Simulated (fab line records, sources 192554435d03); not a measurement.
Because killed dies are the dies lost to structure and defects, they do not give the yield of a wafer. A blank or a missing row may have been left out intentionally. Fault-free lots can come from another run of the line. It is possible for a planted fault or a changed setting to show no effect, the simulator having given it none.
Which of the tools did it? :: flow n5 finfet :: Sampling: 11 lots, 31 wafers, 4 of 1938 route steps

## WHAT THE GAUGES SHOWED, per wafer
The record lacks any reading of a measuring or inspecting step that a usual standard deviation could be used to judge.

## WHICH TOOL RAN EACH LOT (tool, then ch and the chambers of the sampled wafers, then the start)
lot: L994
N5_BEOL_M11_CURE_71: uv cure-02 ch 2, day 10 09:49
N5_BEOL_M11_PECVD_70: pecvd-04 ch 0,1, day 10 10:17
N5_BEOL_M11_EXPOSE_08: arfi scanner-03 ch 0, day 10 11:27
N5_BEOL_M11_ETCH_62: rie diel-05 ch 1,2,3, day 10 12:02

lot: L999
N5_BEOL_M11_CURE_71: uv cure-03 ch 0, day 11 07:58
N5_BEOL_M11_PECVD_70: pecvd-04 ch 0,1, day 11 08:26
N5_BEOL_M11_EXPOSE_08: arfi scanner-02 ch 0, day 11 08:52
N5_BEOL_M11_ETCH_62: rie diel-05 ch 0,2, day 11 09:09

lot: L998
N5_BEOL_M11_CURE_71: uv cure-01 ch 1, day 11 11:23
N5_BEOL_M11_PECVD_70: pecvd-04 ch 1,2, day 11 11:43
N5_BEOL_M11_EXPOSE_08: arfi scanner-03 ch 0, day 11 13:52
N5_BEOL_M11_ETCH_62: rie diel-02 ch 1,2, day 11 14:09

lot: L100
N5_BEOL_M11_CURE_71: uv cure-02 ch 2, day 12 04:22
N5_BEOL_M11_PECVD_70: pecvd-03 ch 0,1,2, day 12 04:56
N5_BEOL_M11_EXPOSE_08: arfi scanner-01 ch 0, day 12 05:22
N5_BEOL_M11_ETCH_62: rie diel-05 ch 0,3, day 12 05:58

lot: L102
N5_BEOL_M11_CURE_71: uv cure-03 ch 0, day 12 05:43
N5_BEOL_M11_PECVD_70: pecvd-01 ch 1,2, day 12 06:08
N5_BEOL_M11_EXPOSE_08: arfi scanner-02 ch 0, day 12 06:34
N5_BEOL_M11_ETCH_62: rie diel-02 ch 1,2,3, day 12 06:52

lot: L101
N5_BEOL_M11_CURE_71: uv cure-02 ch 0, day 12 10:49
N5_BEOL_M11_PECVD_70: pecvd-04 ch 0,2, day 12 11:32
N5_BEOL_M11_EXPOSE_08: arfi scanner-03 ch 0, day 12 14:22
N5_BEOL_M11_ETCH_62: rie diel-01 ch 0,3, day 12 14:39

lot: L112
N5_BEOL_M11_CURE_71: uv cure-01 ch 2, day 14 22:05
N5_BEOL_M11_PECVD_70: pecvd-04 ch 0,1,2, day 14 22:25
N5_BEOL_M11_EXPOSE_08: arfi scanner-03 ch 0, day 14 23:49
N5_BEOL_M11_ETCH_62: rie diel-02 ch 0,1, day 15 00:06

lot: L113
N5_BEOL_M11_CURE_71: uv cure-01 ch 0, day 15 06:19
N5_BEOL_M11_PECVD_70: pecvd-03 ch 0,2, day 15 06:52
N5_BEOL_M11_EXPOSE_08: arfi scanner-02 ch 0, day 15 07:17
N5_BEOL_M11_ETCH_62: rie diel-05 ch 0,1,2, day 15 07:35

lot: L111
N5_BEOL_M11_CURE_71: uv cure-03 ch 0, day 15 07:52
N5_BEOL_M11_PECVD_70: pecvd-04 ch 1,2, day 15 08:25
N5_BEOL_M11_EXPOSE_08: arfi scanner-03 ch 0, day 15 10:23
N5_BEOL_M11_ETCH_62: rie diel-05 ch 0,1,2, day 15 10:50

lot: L115
N5_BEOL_M11_CURE_71: uv cure-01 ch 0, day 15 18:19
N5_BEOL_M11_PECVD_70: pecvd-03 ch 0, day 15 18:47
N5_BEOL_M11_EXPOSE_08: arfi scanner-01 ch 0, day 15 19:38
N5_BEOL_M11_ETCH_62: rie diel-01 ch 1,2,3, day 15 19:56

lot: L116
N5_BEOL_M11_CURE_71: uv cure-02 ch 2, day 15 19:20
N5_BEOL_M11_PECVD_70: pecvd-01 ch 0,2, day 15 19:48
N5_BEOL_M11_EXPOSE_08: arfi scanner-02 ch 0, day 15 22:19
N5_BEOL_M11_ETCH_62: rie diel-05 ch 1,2, day 15 23:26
- N5_BEOL_M11_CURE_71: cures SiCOH lowk, time 240 s.
- N5_BEOL_M11_PECVD_70: deposits SiO2 from TEOS/O2, target thk 20 nm, time 22.7 s.
- N5_BEOL_M11_EXPOSE_08: exposes mask M11.
- N5_BEOL_M11_ETCH_62: etches SOC in N2/H2, target depth 110 nm, overetch 22 nm, time 165 s.

## AS READ BY THE TOOLS THEMSELVES (means over the sampled wafers that have a number; for cases with no such wafer, the mark the record gives instead)
N5_BEOL_M11_CURE_71. Usual: lamp power pct 52.31 %, standard deviation 0.051; wafer_temp_C_max 386.8, standard deviation 0.61.
lot: L994
tool: uv cure-02
lamp power pct (%): 52.29
wafer_temp_C_max: 386.9
flag: 

lot: L999
tool: uv cure-03
lamp power pct (%): 52.30
wafer_temp_C_max: 386.5
flag: 

lot: L998
tool: uv cure-01
lamp power pct (%): 52.26
wafer_temp_C_max: 386.6
flag: 

lot: L100
tool: uv cure-02
lamp power pct (%): 52.34
wafer_temp_C_max: 387.3
flag: 

lot: L102
tool: uv cure-03
lamp power pct (%): 52.32
wafer_temp_C_max: 387.2
flag: 

lot: L101
tool: uv cure-02
lamp power pct (%): 52.26
wafer_temp_C_max: 386.1
flag: 

lot: L112
tool: uv cure-01
lamp power pct (%): 52.37
wafer_temp_C_max: 386.9
flag: 

lot: L113
tool: uv cure-01
lamp power pct (%): 52.33
wafer_temp_C_max: 387.3
flag: 

lot: L111
tool: uv cure-03
lamp power pct (%): 52.33
wafer_temp_C_max: 386.8
flag: 

lot: L115
tool: uv cure-01
lamp power pct (%): 52.35
wafer_temp_C_max: 388.0
flag: 

lot: L116
tool: uv cure-02
lamp power pct (%): 52.32
wafer_temp_C_max: 387.1
flag: 

N5_BEOL_M11_PECVD_70. Usual: heater power w 665 W, standard deviation 75; showerhead plenum p Torr 8.75 Torr, standard deviation 0.051; throttle valve pct 22.0 %, standard deviation 0.97.
lot: L994
tool: pecvd-04
heater power w (W): 653
showerhead plenum p Torr (Torr): 8.71
throttle valve pct (%): 23.3
flag: 

lot: L999
tool: pecvd-04
heater power w (W): 612
showerhead plenum p Torr (Torr): 8.73
throttle valve pct (%): 23.2
flag: 

lot: L998
tool: pecvd-04
heater power w (W): 638
showerhead plenum p Torr (Torr): 8.74
throttle valve pct (%): 21.6
flag: 

lot: L100
tool: pecvd-03
heater power w (W): 648
showerhead plenum p Torr (Torr): 8.78
throttle valve pct (%): 21.7
flag: 

lot: L102
tool: pecvd-01
heater power w (W): 690
showerhead plenum p Torr (Torr): 8.78
throttle valve pct (%): 21.6
flag: 

lot: L101
tool: pecvd-04
heater power w (W): 654
showerhead plenum p Torr (Torr): 8.72
throttle valve pct (%): 22.4
flag: 

lot: L112
tool: pecvd-04
heater power w (W): 683
showerhead plenum p Torr (Torr): 8.73
throttle valve pct (%): 22.5
flag: 

lot: L113
tool: pecvd-03
heater power w (W): 658
showerhead plenum p Torr (Torr): 8.86
throttle valve pct (%): 21.8
flag: 

lot: L111
tool: pecvd-04
heater power w (W): 577
showerhead plenum p Torr (Torr): 8.73
throttle valve pct (%): 22.2
flag: 

lot: L115
tool: pecvd-03
heater power w (W): 649
showerhead plenum p Torr (Torr): 8.89
throttle valve pct (%): 21.3
flag: 

lot: L116
tool: pecvd-01
heater power w (W): 714
showerhead plenum p Torr (Torr): 8.75
throttle valve pct (%): 21.6
flag: 

N5_BEOL_M11_EXPOSE_08. Usual: exposure dose mJ cm2 reads 53.79 (standard deviation 0.14).
lot: L994
tool: arfi scanner-03
exposure dose mJ cm2: 53.68
flag: 

lot: L999
tool: arfi scanner-02
exposure dose mJ cm2: 53.98
flag: 

lot: L998
tool: arfi scanner-03
exposure dose mJ cm2: 53.75
flag: 

lot: L100
tool: arfi scanner-01
exposure dose mJ cm2: 53.74
flag: 

lot: L102
tool: arfi scanner-02
exposure dose mJ cm2: 53.95
flag: 

lot: L101
tool: arfi scanner-03
exposure dose mJ cm2: 53.68
flag: 

lot: L112
tool: arfi scanner-03
exposure dose mJ cm2: 55.57
flag: OFF

lot: L113
tool: arfi scanner-02
exposure dose mJ cm2: 54.01
flag: 

lot: L111
tool: arfi scanner-03
exposure dose mJ cm2: 55.25
flag: OFF

lot: L115
tool: arfi scanner-01
exposure dose mJ cm2: 53.69
flag: 

lot: L116
tool: arfi scanner-02
exposure dose mJ cm2: 54.03
flag: 

N5_BEOL_M11_ETCH_62. Usual: drypump motor current A 5.9 A, standard deviation 0.32; oes product au 0.66 a.u., standard deviation 0.061; rf vpp V 523.9 V, standard deviation 2.3; showerhead plenum p Torr 2.55 Torr, standard deviation 0.084; temp c 39.99 C, standard deviation 0.11; throttle valve pct 17.91 %, standard deviation 0.23.
lot: L994
tool: rie diel-05
drypump motor current A (A): 5.8
oes product au (a.u.): 0.66
rf vpp V (V): 523.0
showerhead plenum p Torr (Torr): 2.52
temp c (C): 39.99
throttle valve pct (%): 17.97
flag: 

lot: L999
tool: rie diel-05
drypump motor current A (A): 5.7
oes product au (a.u.): 0.67
rf vpp V (V): 523.7
showerhead plenum p Torr (Torr): 2.50
temp c (C): 39.95
throttle valve pct (%): 17.91
flag: 

lot: L998
tool: rie diel-02
drypump motor current A (A): 6.3
oes product au (a.u.): 0.70
rf vpp V (V): 526.0
showerhead plenum p Torr (Torr): 2.63
temp c (C): 39.95
throttle valve pct (%): 18.00
flag: 

lot: L100
tool: rie diel-05
drypump motor current A (A): 5.7
oes product au (a.u.): 0.61
rf vpp V (V): 523.9
showerhead plenum p Torr (Torr): 2.55
temp c (C): 40.00
throttle valve pct (%): 18.05
flag: 

lot: L102
tool: rie diel-02
drypump motor current A (A): 6.3
oes product au (a.u.): 0.71
rf vpp V (V): 526.0
showerhead plenum p Torr (Torr): 2.61
temp c (C): 39.99
throttle valve pct (%): 17.94
flag: 

lot: L101
tool: rie diel-01
drypump motor current A (A): 6.0
oes product au (a.u.): 0.69
rf vpp V (V): 522.9
showerhead plenum p Torr (Torr): 2.54
temp c (C): 39.90
throttle valve pct (%): 17.69
flag: 

lot: L112
tool: rie diel-02
drypump motor current A (A): 6.3
oes product au (a.u.): 0.59
rf vpp V (V): 524.2
showerhead plenum p Torr (Torr): 2.56
temp c (C): 39.99
throttle valve pct (%): 18.08
flag: 

lot: L113
tool: rie diel-05
drypump motor current A (A): 5.6
oes product au (a.u.): 0.64
rf vpp V (V): 521.8
showerhead plenum p Torr (Torr): 2.48
temp c (C): 39.99
throttle valve pct (%): 18.09
flag: 

lot: L111
tool: rie diel-05
drypump motor current A (A): 5.6
oes product au (a.u.): 0.64
rf vpp V (V): 521.8
showerhead plenum p Torr (Torr): 2.48
temp c (C): 39.98
throttle valve pct (%): 18.08
flag: 

lot: L115
tool: rie diel-01
drypump motor current A (A): 5.9
oes product au (a.u.): 0.64
rf vpp V (V): 522.4
showerhead plenum p Torr (Torr): 2.50
temp c (C): 40.05
throttle valve pct (%): 17.79
flag: 

lot: L116
tool: rie diel-05
drypump motor current A (A): 5.6
oes product au (a.u.): 0.66
rf vpp V (V): 521.9
showerhead plenum p Torr (Torr): 2.45
temp c (C): 40.04
throttle valve pct (%): 17.97
flag: 

## THE ANSWER, worked out from the rows above alone
Rule: lot off if the mean of its wafers having a number is beyond 3 standard deviations from the usual mean. A lot without any number at a reading at which 4 lots or more have one is off too. The other lots that the step has rows for count as sound. Order of review: gauges by route order, followed by the tools' own readings, for which a lot's mean as printed above is used. At the first step where some lot is off, the reading lying furthest off is the one used; lots without a number count as furthest.
Off: L112, L111, at N5_BEOL_M11_EXPOSE_08 (exposure dose mJ cm2).
A tool fits if, at that step or a process step before it, it ran every lot that is off, and no sound lot after the first of them. 2 tools fit, pecvd-04 at N5_BEOL_M11_PECVD_70 and arfi scanner-03 at N5_BEOL_M11_EXPOSE_08, so this cannot tell which one it is.

## WHAT HAD BEEN PUT IN BY THE SIMULATOR
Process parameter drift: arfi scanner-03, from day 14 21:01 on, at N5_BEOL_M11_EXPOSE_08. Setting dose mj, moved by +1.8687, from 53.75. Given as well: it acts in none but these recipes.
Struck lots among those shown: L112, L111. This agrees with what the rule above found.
